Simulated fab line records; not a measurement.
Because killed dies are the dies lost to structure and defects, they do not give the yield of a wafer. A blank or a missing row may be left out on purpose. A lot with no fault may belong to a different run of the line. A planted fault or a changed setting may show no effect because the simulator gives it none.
Chamber matching    flow n5-finfet    4 sister chambers for N5_FIN_SAQP_SPACER2_ALD_28 on ald-sin-04
The step deposits SiO2, target thk 8.1 nm, pulse time 1 s, purge time 2 s. 14 wafers are shown with their chamber, then 7 later ones without.

== EACH WAFER AND ITS CHAMBER ==
wafer   chamber  heater-power-w (W)  heater-power-outer-w (W)  precursor-pulse-height-rel
L078.1  0        552                 294                       1.018
L078.2  3        503                 261                       1.025
L078.5  1        441                 259                       0.986
L082.2  2        631                 339                       0.968
L082.3  0        554                 303                       1.014
L082.6  2        624                 351                       0.967
L084.1  3        494                 256                       0.992
L084.3  0        562                 314                       1.012
L084.4  2        618                 356                       1.000
L085.1  3        498                 254                       1.035
L085.4  2        629                 354                       1.032
L085.6  1        436                 248                       1.031
L086.1  1        424                 253                       0.993
L086.3  0        559                 296                       0.982

SIGNATURES (averages over the wafers above)
reading                     chamber 0  chamber 1  chamber 2  chamber 3  scatter within a chamber
heater-power-w              556.75     433.67     625.50     498.33     5.98
heater-power-outer-w        301.75     253.33     350.00     257.00     7.11
precursor-pulse-height-rel  1.00650    1.00333    0.99175    1.01733    0.0242
Rule: a wafer lies at a distance from a chamber equal to the root of the sum of squares, over the readings, of (its reading less the chamber's mean, divided by the reading's scatter). If the next closest chamber is less than 2 further off than the closest, the wafer can't be placed; otherwise it belongs to the closest. The scatter: take each reading less its chamber's mean, square it, sum over the shown wafers, divide by the number of wafers less the number of chambers, and take the root.

== WAFERS WITH NO CHAMBER GIVEN ==
wafer   heater-power-w (W)  heater-power-outer-w (W)  precursor-pulse-height-rel
L086.5  487                 252                       1.028
L088.1  543                 311                       0.996
L088.3  630                 351                       1.015
L088.4  637                 359                       1.044
L092.2  622                 352                       1.001
L092.3  561                 307                       1.022
L092.4  495                 258                       1.016

== CHAMBER TAKEN BY EACH ==
wafer   from the rows above  in truth
L086.5  3                    3
L088.1  0                    0
L088.3  2                    2
L088.4  2                    2
L092.2  2                    2
L092.3  0                    0
L092.4  3                    3
Placed correctly: 7 of 7. From these rows, 0 cannot be placed. Wrongly placed: 0.
